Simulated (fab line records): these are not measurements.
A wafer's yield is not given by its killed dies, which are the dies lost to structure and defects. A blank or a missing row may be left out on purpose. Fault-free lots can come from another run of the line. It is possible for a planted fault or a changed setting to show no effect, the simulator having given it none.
2 desks, one fault -- flow nand-harc -- what lay behind the numbers comes last; until then each desk has only its own

## DESK OF THE TOOL OWNER: litho-track-06
The tool's own readings at NHARC_P_CONTACT_SOFTBAKE_07 (time 55 s): means of the sampled wafers that have a number, for each lot that ran on this tool. The brackets show how far a lot's mean lies from the usual mean; more than 4 standard deviations puts the lot out of limits, marked OUT.
Columns: A = exhaust-pa at NHARC_P_CONTACT_SOFTBAKE_07, usual 45.1 Pa; B = heater-power-total-W at NHARC_P_CONTACT_SOFTBAKE_07, usual 188.46 W
lot,first seen here,A,B
L576,day 6 11:00,45.2,188.55
L579,day 7 06:00,46.0,188.47
L580,day 7 12:00,44.4,188.57
L585,day 9 00:00,44.6,193.03 (+30) OUT
L587,day 9 08:00,45.0,193.18 (+31) OUT
Finding of this desk: L585, L587 out of limits; the first was L585 at day 9 00:00, on heater-power-total-W at NHARC_P_CONTACT_SOFTBAKE_07. L576, L579, L580: within limits.

## AT THE METROLOGY DESK
What the gauges read for every lot (on any tool): the sampled wafers with a number, averaged. The brackets show how far a lot's mean lies from the usual mean; more than 4 standard deviations puts the lot out of limits, marked OUT.
Columns: A = cd-nm at NHARC_P_GATE_CD_MEAS_91, usual 2000.6 nm; B = cd-nm at NHARC_P_CONTACT_CD_MEAS_19, usual 89.6 nm
lot,first seen here,A,B
L573,day 5 14:47,2003.1,90.4
L574,day 5 18:22,1999.4,89.9
L576,day 6 07:26,2000.6,88.4
L577,day 6 08:07,1997.3,89.7
L578,day 7 01:27,1999.7,88.4
L579,day 7 01:55,2003.6,90.1
L580,day 7 07:41,2001.1,92.0
L581,day 7 18:25,2002.9,90.7
L583,day 8 12:19,2000.5,88.8
L585,day 8 19:16,2001.3,87.4
L587,day 9 03:32,1998.7,93.6
L595,day 10 21:51,2001.5,91.7
L594,day 10 22:37,1999.8,87.2
This desk found nothing out of limits on any of the 13 lots.

## TAKEN TOGETHER
On L585, L587, at day 9 00:00, an alarm was possible from the tool owner's desk.
Nothing out of limits was seen by the metrology desk.
The metrology desk has L585, L587 on record, within its limits.
Of the lots named, all ran NHARC_P_CONTACT_SOFTBAKE_07 on litho-track-06.

## WHAT THE SIMULATOR PUT IN
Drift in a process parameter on litho-track-06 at NHARC_P_CONTACT_SOFTBAKE_07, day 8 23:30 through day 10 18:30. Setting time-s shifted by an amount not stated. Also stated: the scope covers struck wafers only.
Shown lots that were struck: L585, L587.
Delay in hours, fault start to first out-of-limits reading, by desk: the tool owner's desk at 0.
